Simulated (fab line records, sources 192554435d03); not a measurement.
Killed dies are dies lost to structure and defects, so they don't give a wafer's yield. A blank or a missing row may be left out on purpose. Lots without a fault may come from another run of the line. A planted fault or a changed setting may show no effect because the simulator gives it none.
Problem report in the 8D (eight disciplines) form, filled by code | flow n5_finfet | the parts of the form that need people (team, actions taken, sign-off) are left out

1. THE PROBLEM
raw_defect_count at N5_FIN_SAQP_INSPECT_40 reads a mean of 525 on 6 wafers of 2 lots; wafers without a fault read 235 with a standard deviation of 58. That is +5.0 standard deviations from the usual mean.
The step: inspects for defects (brightfield).
First seen on wafer L963.1, day 6 08:13, on defect_inspect-01. The record holds 27 wafers of 10 lots with a number at this step. Rule for "out", or "out of limits": more than 4 standard deviations from the usual mean. The other wafers with a number count as sound.

2. WHAT IT IS AND WHAT IT IS NOT
question                    | is                     | is not
which readings at this step | raw_defect_count       | -
which lots                  | L963, L965             | L948, L949, L950, L954, L955, L956, L962, L967
which wafers of those lots  | all that have a number | -
read on which gauges        | defect_inspect-01      | defect_inspect-02
when                        | from day 6 08:13       | up to then (19 sound wafers); but 2 sound wafers of L967 came after

3. SUSPECTS, AND WHAT RULES EACH OUT
Counting: a tool at a process step up to the reading stays a suspect if it ran every lot that is out and no sound lot after the first of them.
- the gauge at N5_FIN_SAQP_INSPECT_40: kept. All the wafers that are out were read on defect_inspect-01, and no step on other tools shows them out.
- rie_diel-06 at N5_FIN_SAQP_ETCH_69 (etches SOC in N2/H2, stops on SiNx, target depth 150 nm): kept. It ran every lot that is out, first L963 (day 6 06:26), and no sound lot after that; its last sound lot up to then is L955 (day 4 06:26).
- rie_diel-06 at N5_FIN_SAQP_ETCH_67 (etches SiNx in CH3F/O2, target depth 30 nm): kept. It ran every lot that is out, first L963 (day 6 06:30), and no sound lot after that; its last sound lot up to then is L955 (day 4 06:29).
- rie_si-03 at N5_FIN_SAQP_ETCH_64 (etches SiO2 in CF4, target depth 1.5 nm): kept. It ran every lot that is out, first L963 (day 6 07:57), and no sound lot after that; its last sound lot up to then is L962 (day 6 01:28).
Left after counting: rie_diel-06 at N5_FIN_SAQP_ETCH_69, rie_diel-06 at N5_FIN_SAQP_ETCH_67, rie_si-03 at N5_FIN_SAQP_ETCH_64, defect_inspect-01 at N5_FIN_SAQP_INSPECT_40.

4. THE CAUSE (what the simulator had put in)
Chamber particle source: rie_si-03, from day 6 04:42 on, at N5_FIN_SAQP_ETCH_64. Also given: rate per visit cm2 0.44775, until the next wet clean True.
Counting left 4 suspects, and this tool is among them.

5. THE CHAIN OF EFFECTS, in route order
Each row: a reading whose mean over the struck wafers that have a number lies more than 3 standard deviations from the usual. Only readings for which the record gives a usual standard deviation are gone through. hours: the time from each lot's start at the first step in this table that gives one to its start at this step, as a median over the lots. sigmas: the change in usual standard deviations.
hours | step                   | reading          | usual | on struck wafers | change | sigmas
0     | N5_FIN_SAQP_INSPECT_40 | raw_defect_count | 235   | 525              | +290   | +5.0
1     | N5_FIN_CUT_INSPECT_10  | raw_defect_count | 43    | 335              | +292   | +27
2     | N5_FIN_CUT_INSPECT_17  | raw_defect_count | 236   | 518              | +282   | +5.0

6. WHAT WOULD HAVE CAUGHT IT SOONER
In this record the first reading out of limits at a measuring or inspecting step was taken at day 6 08:13, 4 hours after the fault began at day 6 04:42.
Of the tool readings at N5_FIN_SAQP_ETCH_64 for which the record gives a usual standard deviation, none was out on any struck wafer, so an alarm limit of 4 standard deviations on them would not have fired.
Of the lots that are out (2), L965 began N5_FIN_SAQP_ETCH_64 on rie_si-03 after day 6 08:13. A hold on the tool at that time would have spared it.
